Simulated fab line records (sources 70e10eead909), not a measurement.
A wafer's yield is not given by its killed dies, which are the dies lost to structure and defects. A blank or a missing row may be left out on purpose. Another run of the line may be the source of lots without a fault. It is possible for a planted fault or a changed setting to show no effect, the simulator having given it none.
The same fault as seen by 2 desks    flow nandHarc    only its own numbers are on each desk; what lay behind them is given at the end

## THE DEFECT DESK
For each lot, the counts of the inspections along the route, averaged over the sampled wafers that have a number. Marked OUT: a lot whose mean sits more than 4 standard deviations from the usual mean, which makes it out of limits; the brackets give that distance.
Columns: A = rawDefectCount at NHARC_P_M0_INSPECT_27, usual 314
lot   first seen here  A
L615  day 6 08:06      292
L616  day 6 11:51      300
L620  day 8 08:21      308
L622  day 8 22:15      281
L627  day 11 02:32     285
L628  day 12 05:50     366
L630  day 12 06:29     523
L629  day 12 07:22     399
L631  day 12 16:41     399
L632  day 13 04:32     261
L633  day 13 16:31     419
L634  day 14 00:50     331
L635  day 15 03:44     229
L638  day 16 05:13     332
Finding of this desk: none of the 14 lots has anything out of limits.

## AT THE TOOL OWNER'S DESK: ecdCu-01
The tool's own readings at NHARC_P_M0_ECD_22 (material Cu, target thk 400 nm): means of the sampled wafers that have a number, for each lot that ran on this tool. Marked OUT: a lot whose mean sits more than 4 standard deviations from the usual mean, which makes it out of limits; the brackets give that distance.
Columns: A = bathHeatDutyPct at NHARC_P_M0_ECD_22, usual 6.3 %
lot   first seen here  A
L620  day 8 07:13      5.8
L622  day 8 21:06      6.1
L631  day 12 15:35     5.5
L632  day 13 03:20     6.2
L633  day 13 15:23     6.3
L638  day 16 03:58     5.8
Finding of this desk: none of the 6 lots has anything out of limits.

## TAKEN TOGETHER
Nothing the defect desk looked at was out of limits.
The desk of the tool owner found nothing out of limits.

## WHAT HAD BEEN PUT IN BY THE SIMULATOR
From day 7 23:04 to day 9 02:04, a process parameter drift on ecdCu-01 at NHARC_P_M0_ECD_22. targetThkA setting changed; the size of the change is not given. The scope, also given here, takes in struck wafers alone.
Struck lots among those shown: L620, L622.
